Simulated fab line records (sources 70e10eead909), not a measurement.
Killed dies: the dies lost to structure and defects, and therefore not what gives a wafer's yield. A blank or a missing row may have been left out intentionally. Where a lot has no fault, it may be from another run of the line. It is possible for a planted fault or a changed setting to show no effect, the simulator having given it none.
What tool caused it? :: flow nandHarc :: 11 lots, 33 wafers sampled, at 5 steps of a route of 1302

## WHAT EACH GAUGE READ, for each wafer
NHARC_END_SORT_01. Usual: killedAtArray 56, standard deviation 17; killedAtOther 0.9, standard deviation 1.2; killedAtPeriphery 3.9, standard deviation 2.5; killedDies 61, standard deviation 17; killedOpen 3.2, standard deviation 1.8; killedShort 2.7, standard deviation 1.7.
lot: L675
measured: day 24 20:31
on: prober-01
killedAtArray: 28 46 35
killedAtOther: 2 2 0
killedAtPeriphery: 0 3 2
killedDies: 30 51 37
killedOpen: 3 4 1
killedShort: 1 3 2
flag: 

lot: L676
measured: day 25 01:47
on: prober-02
killedAtArray: 50 49 43
killedAtOther: 0 0 0
killedAtPeriphery: 1 3 2
killedDies: 51 52 45
killedOpen: 4 4 2
killedShort: 2 2 2
flag: 

lot: L678
measured: day 25 18:31
on: prober-02
killedAtArray: 71 65 65
killedAtOther: 0 0 1
killedAtPeriphery: 4 9 8
killedDies: 75 74 74
killedOpen: 5 3 8
killedShort: 7 6 3
flag: 

lot: L679
measured: day 26 18:23
on: prober-01
killedAtArray: 41 50 30
killedAtOther: 0 0 2
killedAtPeriphery: 2 2 2
killedDies: 43 52 34
killedOpen: 3 1 1
killedShort: 2 4 1
flag: 

lot: L684
measured: day 28 14:19
on: prober-01
killedAtArray: 77 82 96
killedAtOther: 1 1 1
killedAtPeriphery: 599 594 580
killedDies: 677 677 677
killedOpen: 3 3 1
killedShort: 2 3 4
flag: OFF

lot: L685
measured: day 29 09:58
on: prober-01
killedAtArray: 48 61 43
killedAtOther: 0 1 0
killedAtPeriphery: 629 615 634
killedDies: 677 677 677
killedOpen: 3 4 3
killedShort: 6 3 0
flag: OFF

lot: L687
measured: day 30 14:36
on: prober-02
killedAtArray: 65 28 37
killedAtOther: 1 1 1
killedAtPeriphery: 8 3 2
killedDies: 74 32 40
killedOpen: 4 4 3
killedShort: 5 1 4
flag: 

lot: L691
measured: day 31 23:22
on: prober-02
killedAtArray: 51 44 53
killedAtOther: 0 0 0
killedAtPeriphery: 0 7 3
killedDies: 51 51 56
killedOpen: 4 3 4
killedShort: 1 3 3
flag: 

lot: L692
measured: day 31 11:24
on: prober-02
killedAtArray: 62 81 75
killedAtOther: 1 1 2
killedAtPeriphery: 7 7 4
killedDies: 70 89 81
killedOpen: 4 2 2
killedShort: 1 0 7
flag: 

lot: L693
measured: day 32 08:11
on: prober-01
killedAtArray: 64 52 43
killedAtOther: 1 0 2
killedAtPeriphery: 1 1 4
killedDies: 66 53 49
killedOpen: 2 5 5
killedShort: 2 1 4
flag: 

lot: L694
measured: day 32 16:44
on: prober-01
killedAtArray: 52 41 57
killedAtOther: 1 1 0
killedAtPeriphery: 4 11 5
killedDies: 57 53 62
killedOpen: 1 4 2
killedShort: 0 2 1
flag: 

## WHAT TOOL EACH LOT RAN ON (gives the tool, then ch and the chambers of the sampled wafers, and finally the start)
lot: L675
NHARC_P_ZERO_WELL_ETCH_62: rieDiel-11 ch 0,1,2, day 2 10:23 or earlier
NHARC_P_ZERO_WELL_DESCUM_39: rieDiel-05 ch 1,3, day 2 10:23
NHARC_P_ZERO_WELL_STRIP_41: wetBench-05 ch 3,4,7, day 2 11:05
NHARC_P_ZERO_WELL_RTA_42: rtpAnneal-01 ch 0, day 2 12:51

lot: L676
NHARC_P_ZERO_WELL_ETCH_62: rieDiel-05 ch 2,3, day 2 20:26 or earlier
NHARC_P_ZERO_WELL_DESCUM_39: rieDiel-11 ch 0,1,2, day 2 20:26
NHARC_P_ZERO_WELL_STRIP_41: wetBench-05 ch 1,2,5, day 2 21:41
NHARC_P_ZERO_WELL_RTA_42: rtpAnneal-01 ch 0, day 2 23:37

lot: L678
NHARC_P_ZERO_WELL_ETCH_62: rieDiel-11 ch 0,1, day 3 16:28 or earlier
NHARC_P_ZERO_WELL_DESCUM_39: rieDiel-05 ch 0,3, day 3 16:28
NHARC_P_ZERO_WELL_STRIP_41: wetBench-05 ch 2,3,4, day 3 17:13
NHARC_P_ZERO_WELL_RTA_42: rtpAnneal-02 ch 0, day 3 21:17

lot: L679
NHARC_P_ZERO_WELL_ETCH_62: rieDiel-11 ch 1,2, day 4 02:35 or earlier
NHARC_P_ZERO_WELL_DESCUM_39: rieDiel-05 ch 2,3, day 4 02:35
NHARC_P_ZERO_WELL_STRIP_41: wetBench-03 ch 1,3,5, day 4 03:18
NHARC_P_ZERO_WELL_RTA_42: rtpAnneal-01 ch 0, day 4 05:24

lot: L684
NHARC_P_ZERO_WELL_ETCH_62: rieDiel-11 ch 0,1, day 6 04:26 or earlier
NHARC_P_ZERO_WELL_DESCUM_39: rieDiel-11 ch 0,1,2, day 6 04:26
NHARC_P_ZERO_WELL_STRIP_41: wetBench-02 ch 3,4,5, day 6 05:09
NHARC_P_ZERO_WELL_RTA_42: rtpAnneal-02 ch 0, day 6 07:02

lot: L685
NHARC_P_ZERO_WELL_ETCH_62: rieDiel-11 ch 0,2, day 6 14:16 or earlier
NHARC_P_ZERO_WELL_DESCUM_39: rieDiel-05 ch 1,2, day 6 14:16
NHARC_P_ZERO_WELL_STRIP_41: wetBench-02 ch 1,3,6, day 6 14:59
NHARC_P_ZERO_WELL_RTA_42: rtpAnneal-02 ch 0, day 6 17:06

lot: L687
NHARC_P_ZERO_WELL_ETCH_62: rieDiel-11 ch 0,2,3, day 7 11:08 or earlier
NHARC_P_ZERO_WELL_DESCUM_39: rieDiel-05 ch 1,2,3, day 7 11:08
NHARC_P_ZERO_WELL_STRIP_41: wetBench-02 ch 0,4,6, day 7 11:50
NHARC_P_ZERO_WELL_RTA_42: rtpAnneal-01 ch 0, day 7 13:46

lot: L691
NHARC_P_ZERO_WELL_ETCH_62: rieDiel-11 ch 1,3, day 9 02:17 or earlier
NHARC_P_ZERO_WELL_DESCUM_39: rieDiel-11 ch 1,2,3, day 9 02:17
NHARC_P_ZERO_WELL_STRIP_41: wetBench-02 ch 0,3,5, day 9 02:59
NHARC_P_ZERO_WELL_RTA_42: rtpAnneal-01 ch 0, day 9 04:54

lot: L692
NHARC_P_ZERO_WELL_ETCH_62: rieDiel-10 ch 2,3, day 9 12:23 or earlier
NHARC_P_ZERO_WELL_DESCUM_39: rieDiel-11 ch 1,2,3, day 9 12:23
NHARC_P_ZERO_WELL_STRIP_41: wetBench-02 ch 0,2,7, day 9 13:07
NHARC_P_ZERO_WELL_RTA_42: rtpAnneal-01 ch 0, day 9 14:52

lot: L693
NHARC_P_ZERO_WELL_ETCH_62: rieDiel-10 ch 0,2, day 9 22:16 or earlier
NHARC_P_ZERO_WELL_DESCUM_39: rieDiel-10 ch 0,2,3, day 9 22:16
NHARC_P_ZERO_WELL_STRIP_41: wetBench-02 ch 1,2,7, day 9 22:58
NHARC_P_ZERO_WELL_RTA_42: rtpAnneal-01 ch 0, day 10 00:44

lot: L694
NHARC_P_ZERO_WELL_ETCH_62: rieDiel-10 ch 0,1,2, day 10 08:25 or earlier
NHARC_P_ZERO_WELL_DESCUM_39: rieDiel-10 ch 0,2,3, day 10 08:25
NHARC_P_ZERO_WELL_STRIP_41: wetBench-03 ch 1,2,7, day 10 09:10
NHARC_P_ZERO_WELL_RTA_42: rtpAnneal-02 ch 0, day 10 11:09
- NHARC_P_ZERO_WELL_ETCH_62: etches the open film in CHF3/Ar, target depth 13 nm, time 6.5 s.
- NHARC_P_ZERO_WELL_DESCUM_39: chemistry O2, time 3 s.
- NHARC_P_ZERO_WELL_STRIP_41: strips in SPM, time 840 s.
- NHARC_P_ZERO_WELL_RTA_42: time 300 s.

## AS READ BY THE TOOLS THEMSELVES (means over the sampled wafers that have a number; for cases with no such wafer, the mark the record gives instead)
NHARC_P_ZERO_WELL_ETCH_62. Usual: biasW 200.0 W, standard deviation 0.63; chf3FlowSccm 50.00 sccm, standard deviation 0.15; drypumpMotorCurrentA 5.9 A, standard deviation 0.34; mfcArSccm 200.0 sccm, standard deviation 0.56; oesProductAu 0.963 a.u., standard deviation 0.02; rfVppV 370.3 V, standard deviation 2.9; showerheadPlenumPTorr 2.33 Torr, standard deviation 0.12; throttleValvePct 20.217 %, standard deviation 0.0087.
lot: L675
tool: rieDiel-11
biasW (W): 199.7
chf3FlowSccm (sccm): 50.15
drypumpMotorCurrentA (A): 5.7
mfcArSccm (sccm): 199.6
oesProductAu (a.u.): 0.960
rfVppV (V): 368.4
showerheadPlenumPTorr (Torr): 2.28
throttleValvePct (%): 20.215
flag: 

lot: L676
tool: rieDiel-05
biasW (W): 200.0
chf3FlowSccm (sccm): 50.13
drypumpMotorCurrentA (A): 6.0
mfcArSccm (sccm): 200.0
oesProductAu (a.u.): 0.956
rfVppV (V): 367.9
showerheadPlenumPTorr (Torr): 2.24
throttleValvePct (%): 20.215
flag: 

lot: L678
tool: rieDiel-11
biasW (W): 199.2
chf3FlowSccm (sccm): 49.81
drypumpMotorCurrentA (A): 5.5
mfcArSccm (sccm): 200.2
oesProductAu (a.u.): 0.948
rfVppV (V): 369.2
showerheadPlenumPTorr (Torr): 2.29
throttleValvePct (%): 20.221
flag: 

lot: L679
tool: rieDiel-11
biasW (W): 199.9
chf3FlowSccm (sccm): 49.99
drypumpMotorCurrentA (A): 5.9
mfcArSccm (sccm): 200.9
oesProductAu (a.u.): 0.955
rfVppV (V): 365.9
showerheadPlenumPTorr (Torr): 2.17
throttleValvePct (%): 20.216
flag: 

lot: L684
tool: rieDiel-11
biasW (W): 199.7
chf3FlowSccm (sccm): 49.94
drypumpMotorCurrentA (A): 5.5
mfcArSccm (sccm): 199.9
oesProductAu (a.u.): 0.980
rfVppV (V): 369.2
showerheadPlenumPTorr (Torr): 2.28
throttleValvePct (%): 20.210
flag: 

lot: L685
tool: rieDiel-11
biasW (W): 200.5
chf3FlowSccm (sccm): 50.07
drypumpMotorCurrentA (A): 6.0
mfcArSccm (sccm): 199.9
oesProductAu (a.u.): 0.972
rfVppV (V): 374.5
showerheadPlenumPTorr (Torr): 2.51
throttleValvePct (%): 20.212
flag: 

lot: L687
tool: rieDiel-11
biasW (W): 200.4
chf3FlowSccm (sccm): 50.14
drypumpMotorCurrentA (A): 5.9
mfcArSccm (sccm): 199.9
oesProductAu (a.u.): 0.941
rfVppV (V): 372.6
showerheadPlenumPTorr (Torr): 2.46
throttleValvePct (%): 20.219
flag: 

lot: L691
tool: rieDiel-11
biasW (W): 199.8
chf3FlowSccm (sccm): 49.84
drypumpMotorCurrentA (A): 5.9
mfcArSccm (sccm): 199.5
oesProductAu (a.u.): 0.952
rfVppV (V): 369.7
showerheadPlenumPTorr (Torr): 2.31
throttleValvePct (%): 20.218
flag: 

lot: L692
tool: rieDiel-10
biasW (W): 200.5
chf3FlowSccm (sccm): 50.09
drypumpMotorCurrentA (A): 5.8
mfcArSccm (sccm): 199.8
oesProductAu (a.u.): 0.967
rfVppV (V): 368.6
showerheadPlenumPTorr (Torr): 2.25
throttleValvePct (%): 20.219
flag: 

lot: L693
tool: rieDiel-10
biasW (W): 199.7
chf3FlowSccm (sccm): 49.95
drypumpMotorCurrentA (A): 5.7
mfcArSccm (sccm): 199.6
oesProductAu (a.u.): 0.980
rfVppV (V): 371.1
showerheadPlenumPTorr (Torr): 2.34
throttleValvePct (%): 20.222
flag: 

lot: L694
tool: rieDiel-10
biasW (W): 200.0
chf3FlowSccm (sccm): 50.05
drypumpMotorCurrentA (A): 5.5
mfcArSccm (sccm): 200.3
oesProductAu (a.u.): 0.984
rfVppV (V): 371.2
showerheadPlenumPTorr (Torr): 2.36
throttleValvePct (%): 20.218
flag: 

NHARC_P_ZERO_WELL_DESCUM_39. Usual: drypumpMotorCurrentA 5.9 A, standard deviation 0.37; mfcArSccm 0.008 sccm, standard deviation 0.014; oesProductAu 1.005 a.u., standard deviation 0.012; rfVppV 57.7 V, standard deviation 0.96; showerheadPlenumPTorr 1.90 Torr, standard deviation 0.1; throttleValvePct 11.310 %, standard deviation 0.0097.
lot: L675
tool: rieDiel-05
drypumpMotorCurrentA (A): 6.0
mfcArSccm (sccm): 0.000
oesProductAu (a.u.): 1.004
rfVppV (V): 56.6
showerheadPlenumPTorr (Torr): 1.79
throttleValvePct (%): 11.304
flag: 

lot: L676
tool: rieDiel-11
drypumpMotorCurrentA (A): 5.7
mfcArSccm (sccm): 0.006
oesProductAu (a.u.): 0.991
rfVppV (V): 57.1
showerheadPlenumPTorr (Torr): 1.86
throttleValvePct (%): 11.310
flag: 

lot: L678
tool: rieDiel-05
drypumpMotorCurrentA (A): 6.1
mfcArSccm (sccm): 0.000
oesProductAu (a.u.): 1.026
rfVppV (V): 57.8
showerheadPlenumPTorr (Torr): 1.84
throttleValvePct (%): 11.306
flag: 

lot: L679
tool: rieDiel-05
drypumpMotorCurrentA (A): 6.0
mfcArSccm (sccm): 0.015
oesProductAu (a.u.): 1.022
rfVppV (V): 57.6
showerheadPlenumPTorr (Torr): 1.82
throttleValvePct (%): 11.305
flag: 

lot: L684
tool: rieDiel-11
drypumpMotorCurrentA (A): 5.7
mfcArSccm (sccm): 0.006
oesProductAu (a.u.): 1.009
rfVppV (V): 58.3
showerheadPlenumPTorr (Torr): 1.96
throttleValvePct (%): 11.305
flag: 

lot: L685
tool: rieDiel-05
drypumpMotorCurrentA (A): 6.1
mfcArSccm (sccm): 0.015
oesProductAu (a.u.): 0.999
rfVppV (V): 57.7
showerheadPlenumPTorr (Torr): 1.99
throttleValvePct (%): 11.310
flag: 

lot: L687
tool: rieDiel-05
drypumpMotorCurrentA (A): 6.0
mfcArSccm (sccm): 0.015
oesProductAu (a.u.): 1.002
rfVppV (V): 56.9
showerheadPlenumPTorr (Torr): 1.90
throttleValvePct (%): 11.302
flag: 

lot: L691
tool: rieDiel-11
drypumpMotorCurrentA (A): 5.8
mfcArSccm (sccm): 0.002
oesProductAu (a.u.): 1.002
rfVppV (V): 57.7
showerheadPlenumPTorr (Torr): 1.92
throttleValvePct (%): 11.302
flag: 

lot: L692
tool: rieDiel-11
drypumpMotorCurrentA (A): 5.9
mfcArSccm (sccm): 0.002
oesProductAu (a.u.): 0.989
rfVppV (V): 58.1
showerheadPlenumPTorr (Torr): 1.92
throttleValvePct (%): 11.312
flag: 

lot: L693
tool: rieDiel-10
drypumpMotorCurrentA (A): 5.8
mfcArSccm (sccm): 0.008
oesProductAu (a.u.): 1.013
rfVppV (V): 57.4
showerheadPlenumPTorr (Torr): 1.87
throttleValvePct (%): 11.309
flag: 

lot: L694
tool: rieDiel-10
drypumpMotorCurrentA (A): 5.8
mfcArSccm (sccm): 0.008
oesProductAu (a.u.): 1.011
rfVppV (V): 57.5
showerheadPlenumPTorr (Torr): 1.87
throttleValvePct (%): 11.306
flag: 

NHARC_P_ZERO_WELL_STRIP_41. Usual: bathGuardTempC 129.8 C, standard deviation 0.58; bathHeatDutyPct 14.9 %, standard deviation 1.8.
lot: L675
tool: wetBench-05
bathGuardTempC (C): 129.7
bathHeatDutyPct (%): 14.6
flag: 

lot: L676
tool: wetBench-05
bathGuardTempC (C): 130.0
bathHeatDutyPct (%): 16.2
flag: 

lot: L678
tool: wetBench-05
bathGuardTempC (C): 129.5
bathHeatDutyPct (%): 14.2
flag: 

lot: L679
tool: wetBench-03
bathGuardTempC (C): 129.3
bathHeatDutyPct (%): 16.4
flag: 

lot: L684
tool: wetBench-02
bathGuardTempC (C): -
bathHeatDutyPct (%): -
flag: OFF

lot: L685
tool: wetBench-02
bathGuardTempC (C): -
bathHeatDutyPct (%): -
flag: OFF

lot: L687
tool: wetBench-02
bathGuardTempC (C): 129.7
bathHeatDutyPct (%): 14.4
flag: 

lot: L691
tool: wetBench-02
bathGuardTempC (C): 130.4
bathHeatDutyPct (%): 14.6
flag: 

lot: L692
tool: wetBench-02
bathGuardTempC (C): 129.9
bathHeatDutyPct (%): 13.4
flag: 

lot: L693
tool: wetBench-02
bathGuardTempC (C): 130.0
bathHeatDutyPct (%): 14.2
flag: 

lot: L694
tool: wetBench-03
bathGuardTempC (C): 130.3
bathHeatDutyPct (%): 14.4
flag: 

NHARC_P_ZERO_WELL_RTA_42. Usual: lampPowerPct 35.1 %, standard deviation 2.1; lamp_zone_2_pct 35.1 %, standard deviation 2.1; wafer_temp_C_max 1103.7, standard deviation 0.75.
lot: L675
tool: rtpAnneal-01
lampPowerPct (%): 33.0
lamp_zone_2_pct (%): 33.0
wafer_temp_C_max: 1103.6
flag: 

lot: L676
tool: rtpAnneal-01
lampPowerPct (%): 33.0
lamp_zone_2_pct (%): 33.0
wafer_temp_C_max: 1103.4
flag: 

lot: L678
tool: rtpAnneal-02
lampPowerPct (%): 37.2
lamp_zone_2_pct (%): 37.2
wafer_temp_C_max: 1103.6
flag: 

lot: L679
tool: rtpAnneal-01
lampPowerPct (%): 33.0
lamp_zone_2_pct (%): 33.0
wafer_temp_C_max: 1103.2
flag: 

lot: L684
tool: rtpAnneal-02
lampPowerPct (%): 37.3
lamp_zone_2_pct (%): 37.3
wafer_temp_C_max: 1103.5
flag: 

lot: L685
tool: rtpAnneal-02
lampPowerPct (%): 37.2
lamp_zone_2_pct (%): 37.3
wafer_temp_C_max: 1104.2
flag: 

lot: L687
tool: rtpAnneal-01
lampPowerPct (%): 33.0
lamp_zone_2_pct (%): 33.0
wafer_temp_C_max: 1103.1
flag: 

lot: L691
tool: rtpAnneal-01
lampPowerPct (%): 33.0
lamp_zone_2_pct (%): 33.1
wafer_temp_C_max: 1103.4
flag: 

lot: L692
tool: rtpAnneal-01
lampPowerPct (%): 33.0
lamp_zone_2_pct (%): 33.1
wafer_temp_C_max: 1103.1
flag: 

lot: L693
tool: rtpAnneal-01
lampPowerPct (%): 33.0
lamp_zone_2_pct (%): 33.0
wafer_temp_C_max: 1103.5
flag: 

lot: L694
tool: rtpAnneal-02
lampPowerPct (%): 37.2
lamp_zone_2_pct (%): 37.2
wafer_temp_C_max: 1103.8
flag: 

## THE ANSWER, worked out from the rows above alone
Rule: a lot counts as off when the mean over its wafers that have a number is more than 3 standard deviations away from the usual mean. A lot without any number at a reading at which 4 lots or more have one is off too. All remaining lots with rows at the step are treated as sound. Order of review: gauges by route order, followed by the tools' own readings, for which a lot's mean as printed above is used. At the first step where some lot is off, the reading lying furthest off is the one used; lots without a number count as furthest.
Off: L684, L685 (NHARC_END_SORT_01, killedAtPeriphery).
A tool fits if, at a process step before that reading, it ran every lot that is off, and no sound lot after the first of them. Not tried: the gauges at NHARC_END_SORT_01; whatever is off there is also off at NHARC_P_ZERO_WELL_STRIP_41, on other tools, and gauge error can't account for it. NHARC_P_ZERO_WELL_ETCH_62 gives no start for some lots, so the hours and the order of its lots are those of NHARC_P_ZERO_WELL_DESCUM_39. No candidate that was tried fits.

## WHAT THE SIMULATOR HAD INSERTED
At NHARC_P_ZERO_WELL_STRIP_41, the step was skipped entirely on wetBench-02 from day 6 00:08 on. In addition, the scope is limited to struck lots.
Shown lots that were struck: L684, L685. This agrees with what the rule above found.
